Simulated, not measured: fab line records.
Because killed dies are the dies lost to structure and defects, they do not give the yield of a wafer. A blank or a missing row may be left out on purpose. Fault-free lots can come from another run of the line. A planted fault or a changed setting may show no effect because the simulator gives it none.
Split-lot study -- flow n5 finfet -- 7 lots, 21 wafers read, on a route of 1938 steps

== ABOUT THE SPLIT ==
At N5_BEOL_M3_COAT_76 (time 60 s, resist thk 5 nm), the setting spin rpm was moved away from the recipe's 1500 rpm on 4 of the 21 wafers read, by -9.2% to -4.4%. The other wafers ran this setting at the recipe's value.

== FROM THE SPLIT TO THE READING: what the file shows between them, 3 steps ==
- N5_BEOL_M3_COAT_22: resist thk 30 nm
- N5_BEOL_M3_EBR_24
- N5_BEOL_M3_DESCUM_33: chemistry O2, time 7 s

== THE READING ==
etch.depth nm (the simulator's own value, which no gauge read), in nm, at N5_BEOL_M3_ETCH_77 (etches underlayer in N2/H2, target depth 6.5 nm, time 5.2 s). There is no usual value for it anywhere in the file. Here, 17 wafers ran the recipe; their average is 4.993 nm with a standard deviation of 0.019 nm.

wafer,"tool, chamber at the split","spin rpm as run, rpm",against the recipe,"etch.depth nm, nm",against lot-mates on the recipe
L074.1,"litho track-05, 0",1500,recipe,5.008,-
L074.4,"litho track-05, 0",1500,recipe,5.008,-
L074.2,"litho track-05, 0",1500,recipe,5.013,-
L081.3,"litho track-04, 0",1500,recipe,5.022,-
L081.4,"litho track-04, 0",1500,recipe,5.009,-
L081.6,"litho track-04, 0",1500,recipe,5.005,-
L083.1,"litho track-05, 0",1500,recipe,4.978,-
L083.5,"litho track-05, 0",1500,recipe,4.968,-
L083.6,"litho track-05, 0",1362,-9.2%,5.223,+0.250
L091.3,"litho track-04, 0",1434,-4.4%,5.102,+0.112
L091.4,"litho track-04, 0",1434,-4.4%,5.102,+0.112
L091.5,"litho track-04, 0",1500,recipe,4.99,-
L092.1,"litho track-02, 0",1500,recipe,5.011,-
L092.3,"litho track-02, 0",1500,recipe,5.017,-
L092.4,"litho track-02, 0",1409,-6.1%,5.165,+0.151
L095.1,"litho track-05, 0",1500,recipe,4.971,-
L095.3,"litho track-05, 0",1500,recipe,4.971,-
L095.5,"litho track-05, 0",1500,recipe,4.957,-
L097.1,"litho track-04, 0",1500,recipe,4.977,-
L097.2,"litho track-04, 0",1500,recipe,4.992,-
L097.3,"litho track-04, 0",1500,recipe,4.992,-

FIT RESULTS
A straight line over all 21 wafers: etch.depth nm changes by -0.0256 nm for each +1% of spin rpm; r = -0.96; the points scatter about the line by 0.019 nm.
The same after taking each lot's own level away (the mean of its wafers on the recipe; 21 wafers): -0.0263 nm for each +1%; r = -1.00; scatter 0.006 nm.
That fit puts the effect of the largest move of spin rpm on the reading at 0.24 nm.
The lots' own levels span 4.9663 to 5.0140 nm, that is 2.5 times the standard deviation above.
The two slopes are in agreement: the lot-to-lot level therefore moves the slope only a little.
Check: for one of the wafers moved furthest among these (-9.2%), held out of the fit, the line's prediction against its lot-mates is +0.232 nm. Against them it came out at +0.25 nm.

== ADDITIONAL SPLITS CARRIED BY THESE WAFERS ==
These wafers also went through other splits before the reading. Each is held against what the fit with the lots' levels taken away leaves over:
other split on the same wafers,wafers away from the commonest value,r with etch.depth nm (lot level and that fit taken away)
N5_BEOL_M1_COAT_62 spin rpm,10,+0.04
N5_BEOL_M1_ETCH_77 source w,8,+0.46
N5_BEOL_M1_ETCH_70 time s,6,+0.29
N5_BEOL_M2_DESCUM_33 time s,9,+0.33
N5_BEOL_M2_ETCHBACK_99 time s,7,-0.02
N5_BEOL_M2_ETCH_70 time s,4,-0.01
N5_BEOL_M2_TRENCH_ETCH_37 bias w,11,+0.07
N5_BEOL_M3_ETCH_64 time s,4,-0.03

== THE FILE'S OWN FIT ==
etch.depth nm changes by -0.0264 nm for each +1% of spin rpm, r = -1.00.
